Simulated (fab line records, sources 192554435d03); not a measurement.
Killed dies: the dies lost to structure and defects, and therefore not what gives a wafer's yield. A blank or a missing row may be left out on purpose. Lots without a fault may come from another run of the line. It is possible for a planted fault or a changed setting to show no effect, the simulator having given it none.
fab line records | flow n5-finfet
record: lots: 12 | wafers: 36 | last-day: 18
route steps=1938 shown BEOL_M5@1179 BEOL_M6@1200
lots that met no fault: from a run of the same line without faults
start-h: start of the lot's first displayed wafer, in hours after the record's first day | wait-h: how many hours have passed since the lot's step before this one | " repeats the value in the row above | L1.1+2: a single row standing in for several wafers | - no value, or no start was given | * or withheld: withheld | < > ~ a bound
route shown NAME@n: names a module that has steps shown in the file, with the first one's number in the route | usual: mean/standard deviation taken from wafers without a fault | same: alike in all rows | chamber/n: place in a boat | sites: per-site readings | _std_site: how widely they spread, as a standard deviation | _edge_site: inner sites' mean taken away from outer sites' mean | radius-mm: how far each site lies from the wafer's centre | mask NAME#n: copy n | behind: tool/chamber where the wafer was last shaped | hold: cause of the lot's hold/its duration in hours/its outcome | device: the transistor (n, p or np) that didn't switch | end of line: tests run on the same wafers once the route is complete | a step given without rows: its recipe and nothing more | killed: dies that structure and defects cost at the first sort, which is not the same as the wafer's yield | map: dies across one wafer; x = killed, . = not, _ = none there
set.NAME: setting as actually run; set.NAME@STEP: the setting as run at that earlier step | model.NAME: the simulator's own value behind a step, which no gauge read
one table for each step of the route and one row for each wafer, over a sample of lots
services: when a tool's chamber went out of use (start-h, in hours from the record's first day, below 0 if earlier), for how many hours, and the reason
== steps ==
step: N5_BEOL_M5_SPUTTER_83
recipe: material: Cu | target-thk-a: 150 | temp-c: -20 | chamber-pressure-pa: 0.07 | power-w: withheld | time-s: 27.62
usual: throttle-valve-pct: 29.7/1
lot.wafer | tool           | chamber | start-h | wait-h | throttle-valve-pct
L894.1    | pvd-sputter-01 | -       | 181.05  | 0.5    | 28.7
L894.4    | "              | -       | "       | "      | 30.1
L894.5    | "              | -       | "       | "      | 29.3
L895.1    | pvd-sputter-01 | -       | 186.26  | 0.5    | 28.8
L895.2    | "              | -       | "       | "      | 30.6
L895.4    | "              | -       | "       | "      | 29.0
L897.3    | pvd-sputter-02 | -       | 188.38  | 0.5    | 30.6
L897.5    | "              | -       | "       | "      | 29.6
L897.6    | "              | -       | "       | "      | 30.5
L896.2    | pvd-sputter-01 | -       | 191.94  | 0.5    | 28.8
L896.5    | "              | -       | "       | "      | 29.0
L896.6    | "              | -       | "       | "      | 30.3
L903.2    | pvd-sputter-01 | -       | 232.70  | 0.5    | 30.2
L903.3    | "              | -       | "       | "      | 29.8
L903.6    | "              | -       | "       | "      | 28.6
L901.1    | pvd-sputter-02 | -       | 234.00  | 0.5    | 27.8
L901.4    | "              | -       | "       | "      | 29.7
L901.5    | "              | -       | "       | "      | 30.6
L908.1    | pvd-sputter-02 | -       | 269.97  | 0.5    | 29.6
L908.2    | "              | -       | "       | "      | 29.9
L908.5    | "              | -       | "       | "      | 29.7
L909.3    | pvd-sputter-03 | -       | 274.24  | 0.5    | 31.1
L909.5    | "              | -       | "       | "      | 28.7
L909.6    | "              | -       | "       | "      | 31.1
L910.2    | pvd-sputter-02 | -       | 278.98  | 0.5    | 27.8
L910.4    | "              | -       | "       | "      | 29.9
L910.5    | "              | -       | "       | "      | 29.6
L911.2    | pvd-sputter-03 | -       | 279.13  | 0.5    | 29.8
L911.3    | "              | -       | "       | "      | 31.5
L911.5    | "              | -       | "       | "      | 30.9
L914.3    | pvd-sputter-03 | -       | 295.60  | 0.5    | 28.9
L914.4    | "              | -       | "       | "      | 30.7
L914.5    | "              | -       | "       | "      | 30.7
L915.3    | pvd-sputter-01 | -       | 321.49  | 0.5    | 28.3
L915.4    | "              | -       | "       | "      | 28.9
L915.5    | "              | -       | "       | "      | 29.9
step: N5_BEOL_M5_CO_CAP_78
recipe: material: Co | target-thk-a: 20 | temp-c: 200 | precursor: CCTBA/H2 | pressure-torr: 30 | time-s: 102.1
usual: heater-power-w: 234/14
lot.wafer | tool      | chamber | start-h | wait-h | heater-power-w | since-wet-clean-h
L894.1    | cvd-co-02 | 2       | 184.57  | 0.0    | 243            | 485
L894.4    | "         | 2       | "       | "      | 247            | -
L894.5    | "         | 1       | "       | "      | 224            | -
L895.1    | cvd-co-02 | 1       | 189.33  | 0.0    | 223            | 53
L895.2    | "         | 2       | "       | "      | 241            | 490
L895.4    | "         | 0       | "       | "      | 239            | -
L897.3    | cvd-co-01 | 2       | 191.67  | 0.0    | 246            | 274
L897.5    | "         | 2       | "       | "      | 243            | -
L897.6    | "         | 0       | "       | "      | 242            | -
L896.2    | cvd-co-02 | 2       | 194.99  | 0.0    | 243            | 496
L896.5    | "         | 2       | "       | "      | 243            | -
L896.6    | "         | 1       | "       | "      | 219            | -
L903.2    | cvd-co-02 | 2       | 235.74  | 0.0    | 244            | 536
L903.3    | "         | 1       | "       | "      | 217            | 99
L903.6    | "         | 2       | "       | "      | 241            | -
L901.1    | cvd-co-02 | 1       | 237.33  | 0.0    | 214            | 101
L901.4    | "         | 0       | "       | "      | 240            | -
L901.5    | "         | 2       | "       | "      | 240            | -
L908.1    | cvd-co-02 | 0       | 273.44  | 0.0    | 240            | 1033
L908.2    | "         | 2       | "       | "      | 250            | 574
L908.5    | "         | 0       | "       | "      | 234            | -
L909.3    | cvd-co-01 | 1       | 277.29  | 0.0    | 208            | 1256
L909.5    | "         | 1       | "       | "      | 214            | -
L909.6    | "         | 0       | "       | "      | 242            | -
L910.2    | cvd-co-01 | 0       | 282.02  | 0.0    | 247            | 823
L910.4    | "         | 0       | "       | "      | 248            | -
L910.5    | "         | 1       | "       | "      | 220            | -
L911.2    | cvd-co-02 | 2       | 282.31  | 0.0    | 242            | 583
L911.3    | "         | 1       | "       | "      | 217            | 146
L911.5    | "         | 1       | "       | "      | 214            | -
L914.3    | cvd-co-01 | 2       | 298.76  | 0.0    | 246            | 381
L914.4    | "         | 2       | "       | "      | 240            | -
L914.5    | "         | 1       | "       | "      | 211            | -
L915.3    | cvd-co-01 | 0       | 330.32  | 0.0    | 252            | 872
L915.4    | "         | 1       | "       | "      | 215            | -
L915.5    | "         | 2       | "       | "      | 244            | -
step: N5_BEOL_M5_INSPECT_58
recipe: inspect-instrument: darkfield | mode: post-dep
usual: raw-defect-count: 70/18
lot.wafer | tool              | chamber | start-h | wait-h | raw-defect-count
L894.1    | defect-inspect-02 | -       | 184.77  | 0.0    | 69
L894.4    | "                 | -       | "       | "      | 77
L894.5    | "                 | -       | "       | "      | 65
L895.1    | defect-inspect-02 | -       | 189.54  | 0.0    | 78
L895.2    | "                 | -       | "       | "      | 76
L895.4    | "                 | -       | "       | "      | 72
L897.3    | defect-inspect-02 | -       | 191.88  | 0.0    | 77
L897.5    | "                 | -       | "       | "      | 78
L897.6    | "                 | -       | "       | "      | 53
L896.2    | defect-inspect-01 | -       | 195.20  | 0.0    | 67
L896.5    | "                 | -       | "       | "      | 96
L896.6    | "                 | -       | "       | "      | 39
L903.2    | defect-inspect-01 | -       | 235.95  | 0.0    | 65
L903.3    | "                 | -       | "       | "      | 57
L903.6    | "                 | -       | "       | "      | 61
L901.1    | defect-inspect-02 | -       | 237.54  | 0.0    | 47
L901.4    | "                 | -       | "       | "      | 44
L901.5    | "                 | -       | "       | "      | 30
L908.1    | defect-inspect-02 | -       | 273.65  | 0.0    | 67
L908.2    | "                 | -       | "       | "      | 87
L908.5    | "                 | -       | "       | "      | 83
L909.3    | defect-inspect-02 | -       | 277.50  | 0.0    | 94
L909.5    | "                 | -       | "       | "      | 65
L909.6    | "                 | -       | "       | "      | 68
L910.2    | defect-inspect-01 | -       | 282.23  | 0.0    | 57
L910.4    | "                 | -       | "       | "      | 64
L910.5    | "                 | -       | "       | "      | 55
L911.2    | defect-inspect-01 | -       | 282.52  | 0.0    | 53
L911.3    | "                 | -       | "       | "      | 73
L911.5    | "                 | -       | "       | "      | 71
L914.3    | defect-inspect-02 | -       | 298.97  | 0.0    | 84
L914.4    | "                 | -       | "       | "      | 46
L914.5    | "                 | -       | "       | "      | 81
L915.3    | defect-inspect-01 | -       | 330.56  | 0.0    | 50
L915.4    | "                 | -       | "       | "      | 67
L915.5    | "                 | -       | "       | "      | 55
step: N5_BEOL_M6_COAT_60
recipe: resist: SiARC | temp-c: 220 | time-s: 60 | spin-rpm: 1500 | resist-thk-nm: 35
usual: dispense-pressure-kPa: 46/3.2 | spin-speed-rpm: 1500.1/1.1
lot.wafer | tool           | chamber | start-h | wait-h | dispense-pressure-kPa | spin-speed-rpm
L894.1    | litho-track-05 | 0       | 186.09  | -      | 41                    | 1500.0
L894.4    | "              | 0       | "       | "      | 41                    | 1498.8
L894.5    | "              | 0       | "       | "      | 41                    | 1498.3
L895.1    | litho-track-02 | 0       | 190.79  | -      | 49                    | 1501.8
L895.2    | "              | 0       | "       | "      | 49                    | 1502.6
L895.4    | "              | 0       | "       | "      | 49                    | 1498.4
L897.3    | litho-track-01 | 0       | 194.62  | -      | 48                    | 1501.9
L897.5    | "              | 0       | "       | "      | 48                    | 1499.2
L897.6    | "              | 0       | "       | "      | 48                    | 1499.9
L896.2    | litho-track-01 | 0       | 198.20  | -      | 48                    | 1498.4
L896.5    | "              | 0       | "       | "      | 48                    | 1500.2
L896.6    | "              | 0       | "       | "      | 48                    | 1499.7
L903.2    | litho-track-01 | 0       | 237.08  | -      | 48                    | 1499.5
L903.3    | "              | 0       | "       | "      | 48                    | 1501.5
L903.6    | "              | 0       | "       | "      | 48                    | 1498.8
L901.1    | litho-track-01 | 0       | 242.41  | -      | 48                    | 1559.4
L901.4    | "              | 0       | "       | "      | 48                    | 1559.9
L901.5    | "              | 0       | "       | "      | 48                    | 1559.9
L908.1    | litho-track-01 | 0       | 276.01  | -      | 48                    | 1560.4
L908.2    | "              | 0       | "       | "      | 48                    | 1558.2
L908.5    | "              | 0       | "       | "      | 48                    | 1559.3
L909.3    | litho-track-05 | 0       | 281.61  | -      | 42                    | 1500.4
L909.5    | "              | 0       | "       | "      | 41                    | 1501.1
L909.6    | "              | 0       | "       | "      | 42                    | 1499.1
L910.2    | litho-track-02 | 0       | 284.70  | -      | 49                    | 1498.8
L910.4    | "              | 0       | "       | "      | 49                    | 1502.3
L910.5    | "              | 0       | "       | "      | 49                    | 1501.0
L911.2    | litho-track-05 | 0       | 284.80  | -      | 41                    | 1499.0
L911.3    | "              | 0       | "       | "      | 42                    | 1499.9
L911.5    | "              | 0       | "       | "      | 41                    | 1499.9
L914.3    | litho-track-05 | 0       | 301.63  | -      | 41                    | 1501.2
L914.4    | "              | 0       | "       | "      | 42                    | 1502.0
L914.5    | "              | 0       | "       | "      | 41                    | 1500.3
L915.3    | litho-track-01 | 0       | 333.73  | -      | 48                    | 1499.2
L915.4    | "              | 0       | "       | "      | 48                    | 1499.5
L915.5    | "              | 0       | "       | "      | 48                    | 1500.6
== services ==
tool           | chamber | start-h | hours | kind
pvd-sputter-02 | -       | 222.72  | 1.7   | repair
cvd-co-02      | -       | 226.67  | 6.9   | pm
cvd-co-01      | 1       | 260.99  | 2.6   | repair
cvd-co-02      | -       | 303.49  | 1.5   | repair
cvd-co-02      | -       | 305.01  | 2.8   | pm
cvd-co-01      | 1       | 333.33  | -     | clean
cvd-co-01      | 1       | 333.33  | 22.0  | scheduled-down
cvd-co-01      | 1       | 333.33  | 22.0  | vent-cycle
== key ==
first-sign: step: N5_BEOL_M6_COAT_60 | reading: spin-speed-rpm | direction: up | sigmas: 54 | usual: * | struck: *
effect none on later readings
met-at N5_BEOL_M6_COAT_60
struck-lots L901,L908
not-acting-at N5_BEOL_M5_SPUTTER_83,N5_BEOL_M5_CO_CAP_78,N5_BEOL_M5_INSPECT_58
onset-between 237.08 242.41
fault: kind: process-parameter-drift | tool: litho-track-01 | chamber: - | onset-h: 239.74 | steps: N5_BEOL_M6_COAT_60 | channel: spin-rpm | offset: * | shape: step | end-h: 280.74 | acts-in: * | stated: *
